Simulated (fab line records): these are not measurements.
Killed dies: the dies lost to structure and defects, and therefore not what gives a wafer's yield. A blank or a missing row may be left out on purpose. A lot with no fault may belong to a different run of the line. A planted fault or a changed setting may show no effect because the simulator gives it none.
fab line records | flow n5-finfet
[record] lots = 6 | wafers = 18 | last-day = 16
route steps=1938 shown BEOL_M14@1732
lots untouched by any fault: they come from a run of this same line in which no faults occurred
start-h: start of the lot's first displayed wafer, in hours after the record's first day | wait-h: hours since the lot's step before | " repeats the value in the row above | L1.1+2: a row that stands for several wafers | - either no value or no given start | * or withheld: withheld | < > ~ a bound
route shown NAME@n: names a module that has steps shown in the file, with the first one's number in the route | usual: mean/standard deviation taken from wafers without a fault | same: alike in all rows | chamber/n: place in a boat | sites: per-site readings | _std_site: the values' standard deviation | _edge_site: inner sites' mean taken away from outer sites' mean | radius-mm: how far each site lies from the wafer's centre | mask NAME#n: copy n | behind: tool/chamber where the wafer was last shaped | hold: reason for holding the lot/hours on hold/outcome of the hold | device: the transistor (n, p or np) that didn't switch | end of line: tests of these same wafers at the route's end | where a step has no rows: the recipe by itself | killed: at the first sort, the dies lost to defects and structure; wafer yield is something else | map: a wafer's dies, marking killed ones x, the rest . and places with no die _
set.NAME: the run value of the setting; set.NAME@STEP: its run value at that earlier step | model.NAME: the simulator's own value behind a step, which no gauge read
a table for each step, a row for each wafer; lots at some steps of the route
services: a tool's chamber out of use, with start hour (start-h, from the record's first day; less than 0 if before it), hours out, and reason
[[steps]]
[step N5_BEOL_M14_STRIP_63]
[recipe] chemistry = O2 | power-w = 600 | temp-c = 60 | pressure-mtorr = 30 | rf-frequency-hz = 6e+07 | bias-power-w = 0 | overash-fraction = 0.3 | o2-flow-sccm = 225
[usual] drypump-motor-current-A = 5.7/0.33 | oes-product-au = 0.80/0.084 | rf-vpp-V = 3.6/0.84 | showerhead-plenum-p-Torr = 2.12/0.074 | throttle-valve-pct = 16.70/0.22
lot.wafer | tool        | chamber | start-h | wait-h | drypump-motor-current-A | oes-product-au | rf-hours-counter-h | rf-vpp-V | showerhead-plenum-p-Torr | throttle-valve-pct
L442.1    | rie-diel-01 | 3       | -       | -      | 5.1                     | 0.81           | 101                | 3.4      | 2.12                     | 16.51
L442.2    | "           | 2       | "       | "      | 6.1                     | 0.98           | 6                  | 4.3      | 2.23                     | 16.41
L442.4    | "           | 0       | "       | "      | 6.1                     | 0.89           | -                  | 3.1      | 2.06                     | 16.88
L441.1    | rie-diel-02 | 2       | -       | -      | 5.3                     | 0.77           | 109                | 3.8      | 2.05                     | 16.79
L441.4    | "           | 3       | "       | "      | 5.3                     | 0.74           | 219                | 3.7      | 2.08                     | 17.01
L441.6    | "           | 1       | "       | "      | 5.7                     | 0.88           | -                  | 3.4      | 2.19                     | 16.35
L457.2    | rie-diel-01 | 3       | -       | -      | 5.2                     | 0.77           | 134                | 2.4      | 2.11                     | 16.61
L457.3    | "           | 1       | "       | "      | 5.8                     | 0.66           | 248                | 4.5      | 2.13                     | 16.76
L457.4    | "           | 2       | "       | "      | 6.0                     | 0.89           | 40                 | 3.3      | 2.22                     | 16.44
L460.3    | rie-diel-01 | 0       | -       | -      | 6.1                     | 0.83           | 92                 | 3.8      | 2.04                     | 16.94
L460.5    | "           | 0       | "       | "      | 6.1                     | 0.83           | -                  | 4.3      | 2.04                     | 16.93
L460.6    | "           | 2       | "       | "      | 6.0                     | 0.87           | -                  | 4.2      | 2.22                     | 16.49
L459.3    | rie-diel-01 | 0       | -       | -      | 6.1                     | 0.82           | 95                 | 2.5      | 2.04                     | 16.97
L459.4    | "           | 0       | "       | "      | 6.1                     | 0.82           | -                  | 4.5      | 2.04                     | 16.95
L459.6    | "           | 2       | "       | "      | 6.0                     | 0.86           | -                  | 2.5      | 2.21                     | 16.47
L462.1    | rie-diel-01 | 3       | -       | -      | 5.2                     | 0.76           | 148                | 4.2      | 2.10                     | 16.61
L462.4    | "           | 2       | "       | "      | 6.0                     | 0.85           | 54                 | 2.2      | 2.21                     | 16.52
L462.5    | "           | 0       | "       | "      | 6.1                     | 0.81           | -                  | 2.9      | 2.04                     | 16.98
[step N5_BEOL_M14_STRIP_64]
[recipe] chemistry = O2 | power-w = 600 | temp-c = 60 | pressure-mtorr = 30 | rf-frequency-hz = 6e+07 | bias-power-w = 0 | overash-fraction = 0.3 | o2-flow-sccm = 225
[usual] drypump-motor-current-A = 5.7/0.33 | oes-product-au = 0.80/0.082 | rf-vpp-V = 3.7/0.46 | showerhead-plenum-p-Torr = 2.12/0.074 | throttle-valve-pct = 16.70/0.22
lot.wafer | tool        | chamber | start-h | wait-h | drypump-motor-current-A | oes-product-au | rf-hours-counter-h | rf-vpp-V | showerhead-plenum-p-Torr | throttle-valve-pct
L442.1    | rie-diel-01 | 3       | -       | -      | 5.1                     | 0.79           | 101                | 3.8      | 2.12                     | 16.53
L442.2    | "           | 2       | "       | "      | 6.0                     | 0.97           | 6                  | 3.2      | 2.23                     | 16.40
L442.4    | "           | 0       | "       | "      | 6.1                     | 0.88           | -                  | 4.2      | 2.06                     | 16.88
L441.1    | rie-diel-02 | 2       | -       | -      | 5.4                     | 0.77           | 109                | 3.0      | 2.05                     | 16.79
L441.4    | "           | 3       | "       | "      | 5.4                     | 0.72           | 219                | 3.8      | 2.08                     | 17.01
L441.6    | "           | 1       | "       | "      | 5.7                     | 0.88           | -                  | 4.0      | 2.19                     | 16.37
L457.2    | rie-diel-01 | 3       | -       | -      | 5.2                     | 0.76           | 134                | 3.4      | 2.11                     | 16.59
L457.3    | "           | 1       | "       | "      | 5.8                     | 0.66           | 248                | 2.9      | 2.13                     | 16.76
L457.4    | "           | 2       | "       | "      | 6.0                     | 0.89           | 40                 | 3.6      | 2.22                     | 16.47
L460.3    | rie-diel-01 | 0       | -       | -      | 6.1                     | 0.83           | 92                 | 3.4      | 2.04                     | 16.94
L460.5    | "           | 0       | "       | "      | 6.1                     | 0.83           | -                  | 3.2      | 2.04                     | 16.95
L460.6    | "           | 2       | "       | "      | 6.0                     | 0.86           | -                  | 4.2      | 2.21                     | 16.49
L459.3    | rie-diel-01 | 0       | -       | -      | 6.1                     | 0.81           | 95                 | 3.4      | 2.04                     | 16.97
L459.4    | "           | 0       | "       | "      | 6.1                     | 0.81           | -                  | 3.3      | 2.04                     | 16.97
L459.6    | "           | 2       | "       | "      | 6.0                     | 0.86           | -                  | 3.5      | 2.21                     | 16.48
L462.1    | rie-diel-01 | 3       | -       | -      | 5.2                     | 0.75           | 148                | 4.0      | 2.10                     | 16.62
L462.4    | "           | 2       | "       | "      | 6.0                     | 0.86           | 54                 | 3.8      | 2.21                     | 16.50
L462.5    | "           | 0       | "       | "      | 6.1                     | 0.81           | -                  | 5.0      | 2.04                     | 16.97
[step N5_BEOL_M14_STRIP_71]
[recipe] chemistry = post-etch-residue-remover | time-s = 60 | temp-c = 25 | remover-ph = withheld | remover-water-wt-pct = withheld | remover-fluoride-wt-pct = withheld
[step N5_BEOL_M14_SRD_72]
[recipe] time-s = 30 | temp-c = 23 | rinse-liquid = diw | dry = n2-spin | spin-rpm = 1500 | dry-time-s = 30
[step N5_BEOL_M14_CD_MEAS_17]
[recipe] target-cd-nm = 250 | polarity = opening
[usual] cd-nm = 253.2/2.8
lot.wafer | tool      | chamber | start-h | wait-h | cd-nm
L442.1    | cd-sem-01 | -       | 247.02  | 0.0    | 257.2
L442.2    | "         | -       | "       | "      | 256.5
L442.4    | "         | -       | "       | "      | 256.1
L441.1    | cd-sem-03 | -       | 251.72  | 0.0    | 252.0
L441.4    | "         | -       | "       | "      | 254.1
L441.6    | "         | -       | "       | "      | 255.4
L457.2    | cd-sem-02 | -       | 339.20  | 0.0    | 252.8
L457.3    | "         | -       | "       | "      | 255.0
L457.4    | "         | -       | "       | "      | 254.2
L460.3    | cd-sem-01 | -       | 355.87  | 0.0    | 254.6
L460.5    | "         | -       | "       | "      | 254.7
L460.6    | "         | -       | "       | "      | 252.8
L459.3    | cd-sem-01 | -       | 362.36  | 0.0    | 249.9
L459.4    | "         | -       | "       | "      | 256.4
L459.6    | "         | -       | "       | "      | 255.0
L462.1    | cd-sem-02 | -       | 371.88  | 0.0    | 256.2
L462.4    | "         | -       | "       | "      | 253.2
L462.5    | "         | -       | "       | "      | 254.2
[step N5_BEOL_M14_COAT_65]
[recipe] resist = SOC | temp-c = 250 | time-s = 60 | spin-rpm = 1500 | resist-thk-nm = 450
[step N5_BEOL_M14_COAT_66]
[recipe] resist = SiARC | temp-c = 220 | time-s = 60 | spin-rpm = 1500 | resist-thk-nm = 110
[step N5_BEOL_M14_COAT_22]
[recipe] spin-rpm = 2888 | resist-thk-nm = 300
[step N5_BEOL_M14_EBR_24]
[recipe] solvent = PGMEA | ebr-width-mm = 1.5
[step N5_BEOL_M14_SOFTBAKE_23]
[recipe] temp-c = 130 | time-s = 60
[step N5_BEOL_M14_EXPOSE_25]
[recipe] mask-id = M14 | na = 0.8 | source-shape = annular | sigma-inner = 0.5 | sigma-outer = 0.8 | polarization = unpolarized | target-cd-nm = 280 | dose-mj = 26.6
[step N5_BEOL_M14_PEB_26]
[recipe] peb-temp-c = 130 | peb-time-s = 90
[step N5_BEOL_M14_DEVELOP_27]
[recipe] develop-time-s = 45 | rinse-liquid = diw | dry = air-spin | dev-temp-c = 21
[usual] chill-plate-temp-C = 22.97/0.11 | develop-time-s = 45/0
lot.wafer | tool           | chamber | start-h | wait-h | chill-plate-temp-C | develop-time-s | model.coat_of_BEOL_M14_COAT_22.thk-nm
L442.1    | litho-track-01 | 0       | 247.23  | -      | 22.76              | 45             | 287.8
L442.2    | "              | 0       | "       | "      | 22.94              | 45             | 287
L442.4    | "              | 0       | "       | "      | 23.13              | 45             | 287.4
L441.1    | litho-track-04 | 0       | 252.06  | -      | 23.04              | 45             | 287
L441.4    | "              | 0       | "       | "      | 22.98              | 45             | 287
L441.6    | "              | 0       | "       | "      | 23.12              | 45             | 287.8
L457.2    | litho-track-04 | 0       | 339.54  | -      | 23.01              | 45             | 288.4
L457.3    | "              | 0       | "       | "      | 23.00              | 45             | 288.6
L457.4    | "              | 0       | "       | "      | 23.07              | 45             | 289.4
L460.3    | litho-track-01 | -       | 356.21  | -      | -                  | -              | 299.8
L460.5    | "              | -       | "       | "      | -                  | -              | 299.4
L460.6    | "              | -       | "       | "      | -                  | -              | 300.2
L459.3    | litho-track-02 | -       | 362.57  | -      | -                  | -              | 301.2
L459.4    | "              | -       | "       | "      | -                  | -              | 301.8
L459.6    | "              | -       | "       | "      | -                  | -              | 301.8
L462.1    | litho-track-04 | 0       | 372.23  | -      | 22.95              | 45             | 286
L462.4    | "              | 0       | "       | "      | 23.08              | 45             | 286
L462.5    | "              | 0       | "       | "      | 23.05              | 45             | 286.2
[step N5_BEOL_M14_HARDBAKE_32]
[recipe] temp-c = 130 | time-s = 120
[[services]]
tool           | chamber | start-h | hours | kind
rie-diel-01    | 1       | 224.90  | 1.9   | repair
litho-track-01 | -       | 232.98  | -     | consumable-replace:filter
rie-diel-01    | -       | 260.12  | 2.1   | repair
rie-diel-02    | 3       | 307.53  | 2.1   | repair
rie-diel-01    | -       | 319.33  | 0.6   | repair
rie-diel-02    | 0       | 332.85  | -     | clean
rie-diel-02    | 0       | 332.85  | -     | consumable-replace:focus-ring
rie-diel-02    | 0       | 332.85  | -     | consumable-replace:showerhead
rie-diel-02    | 0       | 332.85  | 16.9  | scheduled-down
rie-diel-02    | 0       | 332.85  | 16.9  | vent-cycle
rie-diel-01    | 1       | 344.14  | -     | clean
rie-diel-01    | 1       | 344.14  | -     | consumable-replace:esc
rie-diel-01    | 1       | 344.14  | -     | consumable-replace:focus-ring
rie-diel-01    | 1       | 344.14  | 22.4  | scheduled-down
rie-diel-01    | 1       | 344.14  | 22.4  | vent-cycle
rie-diel-02    | 3       | 349.78  | -     | clean
rie-diel-02    | 3       | 349.78  | -     | consumable-replace:focus-ring
rie-diel-02    | 3       | 349.78  | 20.1  | scheduled-down
rie-diel-02    | 3       | 349.78  | 20.1  | vent-cycle
[[key]]
[first-sign] step = N5_BEOL_M14_DEVELOP_27 | reading = tool-record | direction = missing
effect none on later readings
[model-effect] step = N5_BEOL_M14_DEVELOP_27 | value = coat_of_BEOL_M14_COAT_22.thk-nm | without = 287.5 | struck = 300.7
met-at N5_BEOL_M14_DEVELOP_27
struck-wafers L459.3,L459.4,L459.6,L460.3,L460.5,L460.6
later-rows-left-out L459.3,L459.4,L459.6,L460.3,L460.5,L460.6
sort-left-out L459.3,L459.4,L459.6,L460.3,L460.5,L460.6
onset-between 247.23 356.21
[earlier-fault] kind = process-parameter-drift | tool = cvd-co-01 | chamber = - | onset-h = 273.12 | steps = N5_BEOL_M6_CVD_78 | channel = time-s | offset = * | shape = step | end-h = 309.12 | acts-in = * | stated = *
[fault] kind = skipped-step-whole | tool = litho-track-01,litho-track-02 | chamber = - | onset-h = 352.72 | steps = N5_BEOL_M14_DEVELOP_27 | scope = struck-lots-only
// sort-left-out: the simulated sort isn't trusted on such a fault, so these wafers' sort isn't shown, and their yield isn't known
// later-rows-left-out: the simulator's readings of these wafers behind a module that went badly wrong aren't trusted and aren't shown, but for the sort
